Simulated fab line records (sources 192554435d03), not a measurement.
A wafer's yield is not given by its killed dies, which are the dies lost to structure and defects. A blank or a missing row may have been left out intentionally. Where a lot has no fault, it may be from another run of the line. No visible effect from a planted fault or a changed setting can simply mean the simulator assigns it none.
What tool caused it? + flow n5Finfet + 14 lots with 35 wafers sampled at 4 steps, on a route of 1938 steps

## WHAT THE GAUGES READ, wafer by wafer
N5_MIM_TOP_LITHO_OVL_MEAS_11. Usual: MIM_TOP_OVL gives 2 nm (standard deviation 6.2).
| lot  | measured     | on         | MIM_TOP_OVL (nm) | flag |
|------|--------------|------------|------------------|------|
| L886 | day 12 07:17 | overlay-02 | 5 1              |      |
| L884 | day 12 14:55 | overlay-01 | -4 3 2           |      |
| L889 | day 12 20:22 | overlay-01 | 8 10             |      |
| L890 | day 13 05:25 | overlay-02 | -6 3 3           |      |
| L892 | day 13 14:54 | overlay-01 | -5 -12           |      |
| L893 | day 14 07:10 | overlay-02 | -10 -11 -8       |      |
| L894 | day 14 07:38 | overlay-01 | -2 1 -7          |      |
| L895 | day 14 20:40 | overlay-01 | 0 2              |      |
| L896 | day 14 19:11 | overlay-02 | 0 1              |      |
| L897 | day 15 03:32 | overlay-01 | 6 2              |      |
| L904 | day 16 07:49 | overlay-02 | -9 -2 -3         |      |
| L903 | day 16 18:47 | overlay-01 | 4 4 7            |      |
| L907 | day 17 13:52 | overlay-02 | -2 -5            |      |
| L906 | day 17 11:46 | overlay-02 | 5 -2 -5          |      |

N5_PASSIVATION_OVL_MEAS_66. Usual: PASS_OPEN_OVL gives 2 nm (standard deviation 5.1).
| lot  | measured     | on         | PASS_OPEN_OVL (nm) | flag |
|------|--------------|------------|--------------------|------|
| L886 | day 12 16:27 | overlay-01 | -4 0               |      |
| L884 | day 12 22:16 | overlay-01 | -4 2 -11           |      |
| L889 | day 13 03:07 | overlay-01 | 1 -1               |      |
| L890 | day 13 11:52 | overlay-01 | 2 0 2              |      |
| L892 | day 13 23:26 | overlay-02 | 0 -4               |      |
| L893 | day 14 15:58 | overlay-02 | 11 9 1             |      |
| L894 | day 14 15:47 | overlay-01 | 1 -7 -8            |      |
| L895 | day 15 03:15 | overlay-01 | 4 3                |      |
| L896 | day 15 02:34 | overlay-01 | 3 4                |      |
| L897 | day 15 15:13 | overlay-02 | 3 5                |      |
| L904 | day 16 14:59 | overlay-01 | -2 1 -5            |      |
| L903 | day 17 02:47 | overlay-01 | 9 12 8             |      |
| L907 | day 17 21:40 | overlay-02 | -8 -6              |      |
| L906 | day 17 19:48 | overlay-01 | 0 -8 1             |      |

## WHAT TOOL EACH LOT RAN ON (gives the tool, then ch and the chambers of the sampled wafers, and finally the start)
| lot  | N5_BEOL_M11_PRE_CLEAN_45    | N5_MIM_TOP_DEGAS_04         |
|------|-----------------------------|-----------------------------|
| L886 | pvdSputter-03, day 10 23:04 | pvdSputter-03, day 12 06:42 |
| L884 | pvdSputter-03, day 11 10:56 | pvdSputter-01, day 12 14:20 |
| L889 | pvdSputter-03, day 11 18:22 | pvdSputter-03, day 12 19:47 |
| L890 | pvdSputter-01, day 11 20:43 | pvdSputter-03, day 13 04:58 |
| L892 | pvdSputter-03, day 12 09:26 | pvdSputter-01, day 13 14:19 |
| L893 | pvdSputter-02, day 12 22:15 | pvdSputter-03, day 14 06:42 |
| L894 | pvdSputter-03, day 13 05:48 | pvdSputter-01, day 14 07:10 |
| L895 | pvdSputter-02, day 13 14:14 | pvdSputter-03, day 14 20:05 |
| L896 | pvdSputter-01, day 13 14:14 | pvdSputter-02, day 14 18:45 |
| L897 | pvdSputter-01, day 14 01:33 | pvdSputter-02, day 15 02:57 |
| L904 | pvdSputter-01, day 15 02:32 | pvdSputter-01, day 16 07:22 |
| L903 | pvdSputter-01, day 15 11:45 | pvdSputter-01, day 16 18:13 |
| L907 | pvdSputter-02, day 16 05:28 | pvdSputter-01, day 17 13:16 |
| L906 | pvdSputter-03, day 16 06:25 | pvdSputter-01, day 17 11:19 |
- N5_BEOL_M11_PRE_CLEAN_45: time 30 s.
- N5_MIM_TOP_DEGAS_04: time 60 s.

## AS READ BY THE TOOLS THEMSELVES (means over the sampled wafers that have a number; for cases with no such wafer, the mark the record gives instead)
N5_BEOL_M11_PRE_CLEAN_45. Usual: heaterPowerW reads 325 W (standard deviation 32).
| lot  | tool          | heaterPowerW (W) | flag |
|------|---------------|------------------|------|
| L886 | pvdSputter-03 | 348              |      |
| L884 | pvdSputter-03 | 323              |      |
| L889 | pvdSputter-03 | 343              |      |
| L890 | pvdSputter-01 | 342              |      |
| L892 | pvdSputter-03 | 304              |      |
| L893 | pvdSputter-02 | 331              |      |
| L894 | pvdSputter-03 | 321              |      |
| L895 | pvdSputter-02 | 349              |      |
| L896 | pvdSputter-01 | 344              |      |
| L897 | pvdSputter-01 | 314              |      |
| L904 | pvdSputter-01 | 343              |      |
| L903 | pvdSputter-01 | 292              |      |
| L907 | pvdSputter-02 | 306              |      |
| L906 | pvdSputter-03 | 307              |      |

N5_MIM_TOP_DEGAS_04. Usual: heaterPowerW reads 454 W (standard deviation 44).
| lot  | tool          | heaterPowerW (W) | flag |
|------|---------------|------------------|------|
| L886 | pvdSputter-03 | 416              |      |
| L884 | pvdSputter-01 | 470              |      |
| L889 | pvdSputter-03 | 426              |      |
| L890 | pvdSputter-03 | 450              |      |
| L892 | pvdSputter-01 | 424              |      |
| L893 | pvdSputter-03 | 487              |      |
| L894 | pvdSputter-01 | 451              |      |
| L895 | pvdSputter-03 | 476              |      |
| L896 | pvdSputter-02 | 497              |      |
| L897 | pvdSputter-02 | 454              |      |
| L904 | pvdSputter-01 | 486              |      |
| L903 | pvdSputter-01 | 458              |      |
| L907 | pvdSputter-01 | 420              |      |
| L906 | pvdSputter-01 | 446              |      |

## THE ANSWER, worked out from the rows above alone
Rule: a lot is off if the mean of its wafers that have a number lies more than 3 standard deviations from the usual mean. A lot without any number at a reading at which 4 lots or more have one is off too. All remaining lots with rows at the step are treated as sound. The gauges are gone through in route order, then the tools' own readings, and for those a lot's mean is taken as printed above. At the first step where some lot is off, the reading lying furthest off is the one used; lots without a number count as furthest.
None of the lots is off at any reading shown; this tells nothing.

## WHAT THE SIMULATOR HAD PUT IN
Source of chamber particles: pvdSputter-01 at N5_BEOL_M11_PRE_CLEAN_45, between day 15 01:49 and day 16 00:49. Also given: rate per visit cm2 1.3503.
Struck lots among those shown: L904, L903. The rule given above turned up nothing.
